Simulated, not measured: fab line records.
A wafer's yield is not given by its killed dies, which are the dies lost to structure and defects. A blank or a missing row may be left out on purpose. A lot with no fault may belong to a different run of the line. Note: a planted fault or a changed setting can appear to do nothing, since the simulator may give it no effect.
The tool behind it: which one?	flow nandHarc	12 lots with 36 wafers sampled at 6 steps, on a route of 1302 steps

WHAT EACH GAUGE READ, for each wafer
NHARC_A_ONON_D1_THK_MEAS_27: measures by ellipsometry. Usual: 1001 nm for thkNm, sd 9.9.
lot	measured	on	thkNm (nm)	flag
L967	day 8 03:27	filmMetro-01	995 995 996	
L970	day 9 12:24	filmMetro-01	1001 1003 1004	
L972	day 10 05:05	filmMetro-02	993 994 993	
L973	day 10 22:43	filmMetro-02	1003 1002 1003	
L975	day 11 14:48	filmMetro-02	1004 1004 1003	
L976	day 12 04:16	filmMetro-02	1008 1006 1008	
L978	day 12 15:42	filmMetro-01	1011 1013 1012	
L980	day 13 15:01	filmMetro-01	1015 1015 1015	
L981	day 14 04:06	filmMetro-01	980 982 981	
L983	day 15 05:44	filmMetro-02	1006 1004 1005	
L989	day 17 09:31	filmMetro-01	999 996 1000	
L990	day 18 01:38	filmMetro-01	996 996 997	

NHARC_A_CHANNEL_HOLE_D1_CD_MEAS_10: target cd 100 nm. Usual: 100.2 nm for cdNm, sd 0.48.
lot	measured	on	cdNm (nm)	flag
L967	day 8 08:54	cdSem-03	100.3 100.2 100.3	
L970	day 9 16:14	cdSem-03	99.9 100.1 99.8	
L972	day 10 08:52	cdSem-02	99.1 99.1 99.3	
L973	day 11 04:08	cdSem-02	100.3 100.7 100.2	
L975	day 11 20:36	cdSem-03	99.5 99.9 99.4	
L976	day 12 08:56	cdSem-02	100.5 100.6 100.6	
L978	day 12 19:23	cdSem-02	100.5 100.5 101.0	
L980	day 13 21:30	cdSem-02	100.1 99.3 99.9	
L981	day 14 07:50	cdSem-02	99.7 100.7 100.4	
L983	day 15 09:31	cdSem-03	100.0 99.8 102.4	
L989	day 17 13:12	cdSem-02	99.7 100.1 99.2	
L990	day 18 06:31	cdSem-02	100.9 100.2 100.3	

NHARC_A_CHANNEL_HOLE_D1_CD_MEAS_18. Usual: 99.1 nm for cdNm, sd 2.
lot	measured	on	cdNm (nm)	flag
L967	day 8 10:17	cdSem-03	99.5 100.2 99.6	
L970	day 9 17:59	cdSem-01	99.2 102.0 98.5	
L972	day 10 10:21	cdSem-02	100.5 96.0 100.8	
L973	day 11 05:25	cdSem-02	98.0 99.7 103.4	
L975	day 11 21:54	cdSem-02	97.3 96.9 104.3	
L976	day 12 10:14	cdSem-01	99.0 98.6 98.9	
L978	day 12 20:46	cdSem-03	99.3 99.2 99.7	
L980	day 13 22:47	cdSem-01	96.6 101.2 101.8	
L981	day 14 09:49	cdSem-03	99.9 100.2 96.1	
L983	day 15 10:49	cdSem-03	101.9 101.2 104.7	
L989	day 17 14:33	cdSem-02	98.3 100.5 96.4	
L990	day 18 07:48	cdSem-03	98.5 96.0 99.7	

NHARC_END_SORT_01. Usual: killedAtArray 51, standard deviation 17; killedAtOther 1.0, standard deviation 1.2; killedAtPeriphery 3.4, standard deviation 2.5; killedDies 56, standard deviation 17; killedOpen 3.3, standard deviation 2.1; killedShort 2.6, standard deviation 1.6.
lot	measured	on	killedAtArray	killedAtOther	killedAtPeriphery	killedDies	killedOpen	killedShort	flag
L978	day 29 05:48	prober-02	28 31 21	3 2 4	0 3 2	31 36 27	1 4 2	2 3 3	
L980	day 30 08:32	prober-02	70	1	3	74	2	4	
L981	day 30 14:46	prober-02	49 72	0 0	3 5	52 77	2 2	3 1	

WHAT TOOL EACH LOT RAN ON (gives the tool, then ch and the chambers of the sampled wafers, and finally the start)
lot	NHARC_A_CHANNEL_HOLE_D1_EXPOSE_07	NHARC_A_CHANNEL_HOLE_D1_ETCH_34
L967	arfiScanner-02 ch 0, day 8 08:46	rieDiel-05 ch 1,2,3, day 8 10:17 or earlier
L970	arfiScanner-02 ch 0, day 9 16:05	rieDiel-13 ch 1,3, day 9 17:59 or earlier
L972	arfiScanner-01 ch 0, day 10 08:44	rieDiel-05 ch 2,3, day 10 10:21 or earlier
L973	arfiScanner-01 ch 0, day 11 04:00	rieDiel-13 ch 0,1,3, day 11 05:25 or earlier
L975	arfiScanner-03 ch 0, day 11 20:28	rieDiel-13 ch 0,2,3, day 11 21:54 or earlier
L976	arfiScanner-01 ch 0, day 12 08:47	rieDiel-13 ch 0,1,3, day 12 10:14 or earlier
L978	arfiScanner-03 ch 0, day 12 19:14	rieDiel-05 ch 0,3, day 12 20:46 or earlier
L980	arfiScanner-02 ch 0, day 13 21:22	rieDiel-13 ch 0,1,2, day 13 22:47 or earlier
L981	arfiScanner-02 ch 0, day 14 07:41	rieDiel-13 ch 0,2,3, day 14 09:49 or earlier
L983	arfiScanner-02 ch 0, day 15 09:23	rieDiel-05 ch 2,3, day 15 10:49 or earlier
L989	arfiScanner-01 ch 0, day 17 13:04	rieDiel-05 ch 0,1,3, day 17 14:33 or earlier
L990	arfiScanner-01 ch 0, day 18 06:22	rieDiel-13 ch 0,3, day 18 07:48 or earlier
- NHARC_A_CHANNEL_HOLE_D1_EXPOSE_07: exposes mask HOLE D1, target cd 100 nm.
- NHARC_A_CHANNEL_HOLE_D1_ETCH_34: etches the open film in CF4/CHF3, target depth 154 nm, time 77 s.

WHAT THE TOOLS THEMSELVES READ (means of the sampled wafers that have a number; where no wafer has one, the mark that the record gives instead)
NHARC_A_CHANNEL_HOLE_D1_EXPOSE_07. Usual: 0.0 nm for focusOffsetNm, sd 0.51.
lot	tool	focusOffsetNm (nm)	flag
L967	arfiScanner-02	0.1	
L970	arfiScanner-02	0.0	
L972	arfiScanner-01	-0.1	
L973	arfiScanner-01	0.1	
L975	arfiScanner-03	-0.1	
L976	arfiScanner-01	0.3	
L978	arfiScanner-03	-0.1	
L980	arfiScanner-02	-0.1	
L981	arfiScanner-02	-0.2	
L983	arfiScanner-02	0.8	
L989	arfiScanner-01	-0.2	
L990	arfiScanner-01	0.7	

NHARC_A_CHANNEL_HOLE_D1_ETCH_34. Usual: drypumpMotorCurrentA 5.8 A, standard deviation 0.32; mfcArSccm 0.009 sccm, standard deviation 0.012; oesProductAu 0.941 a.u., standard deviation 0.022; rfVppV 370.6 V, standard deviation 1.9; showerheadPlenumPTorr 1.57 Torr, standard deviation 0.05; throttleValvePct 16.803 %, standard deviation 0.0091.
lot	tool	drypumpMotorCurrentA (A)	mfcArSccm (sccm)	oesProductAu (a.u.)	rfVppV (V)	showerheadPlenumPTorr (Torr)	throttleValvePct (%)	flag
L967	rieDiel-05	5.7	0.007	0.925	372.0	1.60	16.804	
L970	rieDiel-13	5.7	0.023	0.962	370.1	1.55	16.802	
L972	rieDiel-05	5.6	0.004	0.931	370.3	1.56	16.803	
L973	rieDiel-13	5.7	0.011	0.909	370.9	1.57	16.792	
L975	rieDiel-13	5.8	0.015	0.971	371.8	1.60	16.809	
L976	rieDiel-13	5.8	0.011	0.909	370.4	1.57	16.803	
L978	rieDiel-05	5.7	0.000	0.952	370.1	1.55	16.810	
L980	rieDiel-13	5.8	0.003	0.924	370.7	1.58	16.802	
L981	rieDiel-13	5.8	0.015	0.922	372.1	1.60	16.802	
L983	rieDiel-05	5.4	0.002	0.973	370.0	1.57	16.803	
L989	rieDiel-05	6.1	0.005	0.923	369.4	1.56	16.803	
L990	rieDiel-13	5.9	0.011	0.928	371.5	1.59	16.802	

THE ANSWER, worked out from the rows above alone
Rule: a lot counts as off when the mean over its wafers that have a number is more than 3 standard deviations away from the usual mean. A lot without any number at a reading at which 4 lots or more have one is off too. The other lots that the step has rows for count as sound. Order of review: gauges by route order, followed by the tools' own readings, for which a lot's mean as printed above is used. The first step at which some lot is off is used, and at that step the reading that is off furthest; a lot without a number counts as furthest.
None of the lots is off at any reading shown; this tells nothing.

WHAT THE SIMULATOR PUT IN
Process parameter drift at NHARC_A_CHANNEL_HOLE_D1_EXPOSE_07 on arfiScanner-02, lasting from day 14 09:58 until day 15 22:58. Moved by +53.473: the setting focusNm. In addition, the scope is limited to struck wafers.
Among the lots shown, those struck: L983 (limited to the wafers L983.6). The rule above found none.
